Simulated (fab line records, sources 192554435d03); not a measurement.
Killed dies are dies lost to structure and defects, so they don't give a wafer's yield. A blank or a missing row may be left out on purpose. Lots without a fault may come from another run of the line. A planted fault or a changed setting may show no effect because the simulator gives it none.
Chamber matching | flow n5_finfet | N5_BEOL_M8_STRIP_36 on rie_diel-03: 4 sister chambers
The step strips in N2/H2. 4 wafers are shown with their chamber, then 8 later ones without.

WAFERS WITH THEIR CHAMBER
wafer  | chamber | throttle_valve_pct (%)
L075.5 | 3       | 23.1
L086.4 | 2       | 23.7
L088.5 | 1       | 24.4
L090.1 | 0       | 23.6

WAFERS WITHOUT THEIR CHAMBER
wafer  | throttle_valve_pct (%)
L090.2 | 24.5
L090.4 | 23.6
L096.1 | 24.5
L096.3 | 23.7
L096.5 | 22.8
L095.1 | 22.8
L095.3 | 24.5
L095.6 | 23.7

WHICH CHAMBER EACH WENT THROUGH
wafer  | from the rows above     | in truth
L090.2 | 1                       | 1
L090.4 | can't be placed: 0 or 2 | 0
L096.1 | 1                       | 1
L096.3 | can't be placed: 2 or 0 | 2
L096.5 | 3                       | 3
L095.1 | 3                       | 3
L095.3 | 1                       | 1
L095.6 | can't be placed: 2 or 0 | 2
Placed correctly: 5 of 8. Can't be placed from these rows: 3 (the true chamber is among the candidates in 3). Placed wrongly: 0.
How it was worked out, from the rows above alone: a wafer's distance from a chamber is the root of the sum, over the readings, of the square of ((its reading less the chamber's mean) divided by the reading's scatter). The wafer belongs to the nearest chamber; if the next one is less than 2 further off, it can't be placed. A chamber's mean is the mean of its shown wafers. The scatter: with one shown wafer a chamber, the root of the mean of the squares of how far each hidden wafer lies from its nearest shown one.
